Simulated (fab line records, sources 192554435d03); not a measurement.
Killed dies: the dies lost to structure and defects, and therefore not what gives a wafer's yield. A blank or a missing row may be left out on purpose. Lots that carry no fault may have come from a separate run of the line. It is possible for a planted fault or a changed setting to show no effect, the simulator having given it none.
Matching of chambers :: flow n5Finfet :: 3 sister chambers for N5_BEOL_M4_DEP_57 on pecvd-03
The step deposits SiCN from 3MS/NH3, target thk 8 nm, time 14 s. 3 wafers are shown with their chamber, then 11 later ones without.

== WAFERS, EACH WITH ITS CHAMBER ==
wafer: L082.1
chamber: 0
throttleValvePct (%): 9.1

wafer: L082.2
chamber: 1
throttleValvePct (%): 9.7

wafer: L084.4
chamber: 2
throttleValvePct (%): 8.8

== WAFERS WHOSE CHAMBER IS MISSING ==
wafer: L084.5
throttleValvePct (%): 9.6

wafer: L084.6
throttleValvePct (%): 8.8

wafer: L085.1
throttleValvePct (%): 9.8

wafer: L085.2
throttleValvePct (%): 8.9

wafer: L085.6
throttleValvePct (%): 9.7

wafer: L086.2
throttleValvePct (%): 9.5

wafer: L086.3
throttleValvePct (%): 9.1

wafer: L086.4
throttleValvePct (%): 9.6

wafer: L094.2
throttleValvePct (%): 9.6

wafer: L094.3
throttleValvePct (%): 9.2

wafer: L094.4
throttleValvePct (%): 9.7

== WHICH CHAMBER EACH WENT THROUGH ==
wafer: L084.5
from the rows above: 1
in truth: 1

wafer: L084.6
from the rows above: 2
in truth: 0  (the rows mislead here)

wafer: L085.1
from the rows above: 1
in truth: 1

wafer: L085.2
from the rows above: can't be placed: 2 or 0
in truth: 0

wafer: L085.6
from the rows above: 1
in truth: 1

wafer: L086.2
from the rows above: 1
in truth: 1

wafer: L086.3
from the rows above: 0
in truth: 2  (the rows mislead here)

wafer: L086.4
from the rows above: 1
in truth: 1

wafer: L094.2
from the rows above: 1
in truth: 1

wafer: L094.3
from the rows above: 0
in truth: 0

wafer: L094.4
from the rows above: 1
in truth: 1
8 of 11 placed correctly. Can't be placed from these rows: 1 (the true chamber is among the candidates in 1). Number placed wrongly: 2.
How it was worked out, from the rows above alone: a wafer's distance from a chamber is the root of the sum, over the readings, of the square of ((its reading less the chamber's mean) divided by the reading's scatter). If the next closest chamber is less than 2 further off than the closest, the wafer can't be placed; otherwise it belongs to the closest. Each chamber's mean is taken over the wafers shown for it. The scatter (one wafer shown for each chamber): square how far every hidden wafer sits from the nearest shown wafer, average those squares and take the square root.
